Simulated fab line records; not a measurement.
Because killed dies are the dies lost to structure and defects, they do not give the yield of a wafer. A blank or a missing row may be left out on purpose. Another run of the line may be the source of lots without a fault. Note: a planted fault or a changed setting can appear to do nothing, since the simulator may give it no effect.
Matching of chambers :: flow nand_harc :: NHARC_A_STAIRCASE_DESCUM_312 on rie_diel-01: 4 sister chambers
The step chemistry O2, time 3 s. 4 wafers are shown with their chamber, then 11 later ones without.

EACH WAFER AND ITS CHAMBER
wafer: L079.1
chamber: 3
showerhead_plenum_p_Torr (Torr): 1.81

wafer: L087.1
chamber: 2
showerhead_plenum_p_Torr (Torr): 1.95

wafer: L087.6
chamber: 1
showerhead_plenum_p_Torr (Torr): 1.78

wafer: L089.1
chamber: 0
showerhead_plenum_p_Torr (Torr): 1.77

WAFERS WHOSE CHAMBER IS MISSING
wafer: L089.2
showerhead_plenum_p_Torr (Torr): 1.94

wafer: L089.6
showerhead_plenum_p_Torr (Torr): 1.77

wafer: L088.1
showerhead_plenum_p_Torr (Torr): 1.94

wafer: L088.4
showerhead_plenum_p_Torr (Torr): 1.78

wafer: L088.5
showerhead_plenum_p_Torr (Torr): 1.80

wafer: L096.2
showerhead_plenum_p_Torr (Torr): 2.07

wafer: L096.4
showerhead_plenum_p_Torr (Torr): 1.77

wafer: L096.6
showerhead_plenum_p_Torr (Torr): 1.77

wafer: L097.2
showerhead_plenum_p_Torr (Torr): 1.80

wafer: L097.4
showerhead_plenum_p_Torr (Torr): 2.07

wafer: L097.6
showerhead_plenum_p_Torr (Torr): 1.93

EACH ONE'S CHAMBER
wafer: L089.2
from the rows above: 2
in truth: 2

wafer: L089.6
from the rows above: can't be placed: 0 or 1 or 3
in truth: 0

wafer: L088.1
from the rows above: 2
in truth: 2

wafer: L088.4
from the rows above: can't be placed: 1 or 0 or 3
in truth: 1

wafer: L088.5
from the rows above: can't be placed: 3 or 1 or 0
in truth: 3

wafer: L096.2
from the rows above: 2
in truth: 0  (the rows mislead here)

wafer: L096.4
from the rows above: can't be placed: 0 or 1 or 3
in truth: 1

wafer: L096.6
from the rows above: can't be placed: 0 or 1 or 3
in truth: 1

wafer: L097.2
from the rows above: can't be placed: 3 or 1 or 0
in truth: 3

wafer: L097.4
from the rows above: 2
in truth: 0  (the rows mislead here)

wafer: L097.6
from the rows above: can't be placed: 2 or 3
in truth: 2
Correct placement for 2 of the 11. Unplaceable from these rows: 7, with the true chamber sitting among the candidates in 7. Wrongly placed: 2.
How it was worked out, from the rows above alone: a wafer's distance from a chamber is the root of the sum, over the readings, of the square of ((its reading less the chamber's mean) divided by the reading's scatter). The wafer belongs to the nearest chamber; if the next one is less than 2 further off, it can't be placed. The mean given for a chamber averages the wafers shown for that chamber. The scatter (one wafer shown for each chamber): square how far every hidden wafer sits from the nearest shown wafer, average those squares and take the square root.
